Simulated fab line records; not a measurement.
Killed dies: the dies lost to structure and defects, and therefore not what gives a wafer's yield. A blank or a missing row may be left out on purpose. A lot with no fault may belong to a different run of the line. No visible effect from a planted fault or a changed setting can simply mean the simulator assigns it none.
Matching of chambers + flow nand harc + rie diel-11 running NHARC_P_M2_STRIP_18: 4 sister chambers
The step strips in N2/H2. 20 wafers are shown with their chamber, then 10 later ones without.

WAFERS WITH THEIR CHAMBER
| wafer  | chamber | showerhead plenum p Torr (Torr) | drypump motor current A (A) | oes product au (a.u.) |
|--------|---------|---------------------------------|-----------------------------|-----------------------|
| L078.3 | 2       | 2.18                            | 6.4                         | 1.019                 |
| L078.4 | 1       | 2.00                            | 6.1                         | 1.025                 |
| L078.6 | 1       | 2.00                            | 6.1                         | 1.018                 |
| L080.2 | 1       | 2.00                            | 6.2                         | 1.024                 |
| L080.4 | 0       | 2.03                            | 5.3                         | 0.998                 |
| L080.6 | 0       | 2.03                            | 5.3                         | 1.000                 |
| L081.3 | 1       | 2.00                            | 6.2                         | 1.019                 |
| L081.4 | 2       | 2.18                            | 6.4                         | 1.018                 |
| L081.5 | 0       | 2.03                            | 5.3                         | 1.006                 |
| L083.1 | 1       | 2.00                            | 6.2                         | 1.018                 |
| L083.2 | 2       | 2.17                            | 6.4                         | 1.024                 |
| L083.3 | 0       | 2.03                            | 5.3                         | 1.008                 |
| L084.2 | 3       | 2.21                            | 5.5                         | 0.997                 |
| L084.3 | 0       | 2.03                            | 5.3                         | 1.000                 |
| L084.6 | 3       | 2.21                            | 5.5                         | 1.001                 |
| L085.4 | 1       | 2.00                            | 6.1                         | 1.025                 |
| L085.5 | 0       | 2.03                            | 5.3                         | 0.996                 |
| L085.6 | 3       | 2.21                            | 5.5                         | 0.991                 |
| L086.2 | 3       | 2.21                            | 5.5                         | 1.001                 |
| L086.5 | 2       | 2.17                            | 6.4                         | 1.014                 |

SIGNATURES (averages over the wafers above)
| reading                  | chamber 0 | chamber 1 | chamber 2 | chamber 3 | scatter within a chamber |
|--------------------------|-----------|-----------|-----------|-----------|--------------------------|
| showerhead plenum p Torr | 2.0300    | 2.0000    | 2.1750    | 2.2100    | 0.0025                   |
| drypump motor current A  | 5.300     | 6.150     | 6.400     | 5.500     | 0.0306                   |
| oes product au           | 1.00133   | 1.02150   | 1.01875   | 0.99750   | 0.00425                  |
Rule: for each reading, subtract the chamber's mean from the wafer's reading, divide by that reading's scatter and square the result; add these up over the readings and take the root, which gives the wafer's distance from the chamber. If the next closest chamber is less than 2 further off than the closest, the wafer can't be placed; otherwise it belongs to the closest. The scatter: take each reading less its chamber's mean, square it, sum over the shown wafers, divide by the number of wafers less the number of chambers, and take the root.

WAFERS MISSING THEIR CHAMBER
| wafer  | showerhead plenum p Torr (Torr) | drypump motor current A (A) | oes product au (a.u.) |
|--------|---------------------------------|-----------------------------|-----------------------|
| L086.6 | 2.21                            | 5.5                         | 1.003                 |
| L089.3 | 2.00                            | 6.2                         | 0.997                 |
| L089.4 | 2.21                            | 5.5                         | 0.995                 |
| L089.5 | 2.21                            | 5.5                         | 0.999                 |
| L093.2 | 2.00                            | 6.1                         | 1.009                 |
| L093.3 | 2.20                            | 5.5                         | 0.991                 |
| L093.4 | 2.03                            | 5.3                         | 0.989                 |
| L096.1 | 2.00                            | 6.2                         | 1.007                 |
| L096.4 | 2.20                            | 5.5                         | 0.999                 |
| L096.5 | 2.17                            | 6.4                         | 1.012                 |

THE CHAMBER EACH PASSED THROUGH
| wafer  | from the rows above | in truth |
|--------|---------------------|----------|
| L086.6 | 3                   | 3        |
| L089.3 | 1                   | 1        |
| L089.4 | 3                   | 3        |
| L089.5 | 3                   | 3        |
| L093.2 | 1                   | 1        |
| L093.3 | 3                   | 3        |
| L093.4 | 0                   | 0        |
| L096.1 | 1                   | 1        |
| L096.4 | 3                   | 3        |
| L096.5 | 2                   | 2        |
Correctly placed: 10 of 10. Left unplaced by these rows: 0. 0 placed wrongly.
